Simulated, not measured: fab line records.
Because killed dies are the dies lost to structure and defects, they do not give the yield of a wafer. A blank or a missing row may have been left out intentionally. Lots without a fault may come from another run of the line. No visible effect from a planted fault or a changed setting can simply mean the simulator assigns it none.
Comparing a struck lot with a sound one :: flow n5-finfet :: 25 steps out of a route of 1938
Sound: wafers L745.1, L745.4, L745.5. The struck wafers were L753.2, L753.4, L753.5. The cause is given at the end.
Order at every step that has rows: each side's tool, ch and its chambers, its first start. Under that, the readings that differ: sound wafers :: struck wafers :: difference of the means :: sigmas: that difference in standard deviations of wafers without a fault.
alike: a reading whose means differ by less than 2 such deviations, as well as words and numbers matching on both sides. not compared: withheld readings; readings where some wafer has no value; bounds like >300 that might hide an equal value; numbers whose values overlap and for which the record gives no deviation.
The two part at a step that has a row with sigmas, a row that says differs or no value, or rows on one side only. Numbers that don't overlap but have no deviation are shown without sigmas and don't part them. Lack of a reading on every wafer of one side parts them only where that side has two or more wafers.

first, 11 steps without rows for these wafers: N5_WELL_APT_RTA_34 (time 10 s); N5_WELL_APT_OXIDE_STRIP_42 (strips SiO2 in dHF, time 45 s, target depth 12 nm); N5_WELL_APT_PRECLEAN_36 (cleans in O3/DIW, time 45 s); N5_WELL_APT_PRECLEAN_39 (cleans in dHF, time 60 s); N5_WELL_APT_SRD_37 (time 30 s); N5_WELL_APT_EPI_41 (deposits Si from SiH4/H2, target thk 50 nm, time 297.7 s); N5_PMOS_HMC_CHANNEL_EPI_HM_DEP_34 (deposits SiO2 from TEOS/O2, target thk 36 nm, time 6.9 s); N5_PMOS_HMC_CHANNEL_EPI_COAT_31 (time 60 s, resist thk 66 nm); N5_PMOS_HMC_CHANNEL_EPI_COAT_03 (resist thk 205 nm); N5_PMOS_HMC_CHANNEL_EPI_EBR_05; N5_PMOS_HMC_CHANNEL_EPI_SOFTBAKE_04 (time 60 s).
N5_PMOS_HMC_CHANNEL_EPI_EXPOSE_06: exposes mask PMOS HMC BLK, target cd 240 nm.
  sound on arfi-scanner-02 ch 0, day 4 00:17; struck on arfi-scanner-02 ch 0, day 5 23:37
reading: exposure-dose-mJ-cm2
sound: 40.94 40.99 41.00
struck: 35.65 35.64 35.66
difference: -5.33
sigmas: -99 or more
  alike: mask
then, 2 steps without rows for these wafers: N5_PMOS_HMC_CHANNEL_EPI_PEB_07 (peb time 60 s); N5_PMOS_HMC_CHANNEL_EPI_DEVELOP_08 (develop time 30 s).
N5_PMOS_HMC_CHANNEL_EPI_CD_MEAS_09: the cd target is 237.4 nm.
  sound on cd-sem-02 ch 0, day 4 00:24; struck on cd-sem-02 ch 0, day 5 23:44
reading: cd-nm (nm)
sound: 237.5 237.7 237.9
struck: 226.7 226.0 224.4
difference: -12.0
sigmas: -13
N5_PMOS_HMC_CHANNEL_EPI_DESCUM_14: chemistry O2, time 7.9 s.
  sound on rie-diel-04 ch 0,1, day 4 00:29; struck on rie-diel-03 ch 1,3, day 5 23:49
reading: model.PMOS_HMC_CHANNEL_EPI.cd-nm (nm)
sound: 237.6 237.7 237.9
struck: 226.7 225.8 224.6
difference: -12.0
sigmas: 
  alike: chamber-pressure-mTorr, drypump-motor-current-A, oes-product-au, rf-vpp-V, showerhead-plenum-p-Torr, throttle-valve-pct
  not compared: rf-hours-counter-h
then, 5 steps without rows for these wafers: N5_PMOS_HMC_CHANNEL_EPI_ETCH_32 (etches BARC in N2/H2, stops on SiO2, target depth 85.8 nm, time 50.3 s); N5_PMOS_HMC_CHANNEL_EPI_HM_OPEN_15 (chemistry CHF3/O2, target SiO2, target depth 40.6 nm, time 20.3 s); N5_PMOS_HMC_CHANNEL_EPI_STRIP_33 (strips in N2/H2); N5_PMOS_HMC_CHANNEL_EPI_STRIP_17 (strips in SPM, time 750 s); N5_PMOS_HMC_CHANNEL_EPI_ETCH_38 (etches SiO2 in CF4, target depth 1.5 nm).
N5_PMOS_HMC_CHANNEL_EPI_FIN_RECESS_16: chemistry HBr/Cl2, target Si, target depth 54 nm, time 18 s.
  sound on rie-si-04 ch 0,1, day 4 00:57; struck on rie-si-06 ch 0,1,2, day 6 00:16
reading: model.PMOS_HMC_CHANNEL_EPI.cd-nm (nm)
sound: 241.5 240.3 241.8
struck: 230 228.3 227
difference: -13
sigmas: 
  alike: chamber-pressure-mTorr, drypump-motor-current-A, oes-product-au, throttle-valve-pct
  not compared: rf-hours-counter-h
then, 1 step without rows for these wafers: N5_PMOS_HMC_CHANNEL_EPI_PRECLEAN_36 (cleans in O3/DIW, time 45 s).
-- a jump in the record: the struck wafers' starts before and after are 6 days apart (it breaks off in module PMOS_HMC_CHANNEL_EPI and resumes in module BEOL_M4, where the first step shown is number 1111 of the route) --
N5_BEOL_M4_RC_MEAS_101:
  sound on prober-01 ch 0, day 10 08:47; struck on prober-01 ch 0, day 12 12:02
reading: ION_N (uA/um)
sound: 686 692 675
struck: 676 646 657
difference: -25
sigmas: -2
  alike: DIBL_N, DIBL_P, IOFF_N, IOFF_P, ION_P, SS_N, SS_P, VT_N, VT_P
-- here the record skips 5 days between the struck wafers' starts before and after, leaving off in module BEOL_M4 and picking up in module PASSIVATION (first step shown: number 1936 of the route) --
N5_PASSIVATION_PROBE_49:
  the record has rows for the struck wafers here (prober-02, day 17 04:12) and none for the sound ones

## WHERE THEY PART
Last at N5_PASSIVATION_PROBE_49 as far as this record goes, first at N5_PMOS_HMC_CHANNEL_EPI_EXPOSE_06.

WHY: what the simulator had put in
Drift in process parameters on arfi-scanner-02 at N5_PMOS_HMC_CHANNEL_EPI_EXPOSE_06, starting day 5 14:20. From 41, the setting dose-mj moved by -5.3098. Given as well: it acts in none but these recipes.
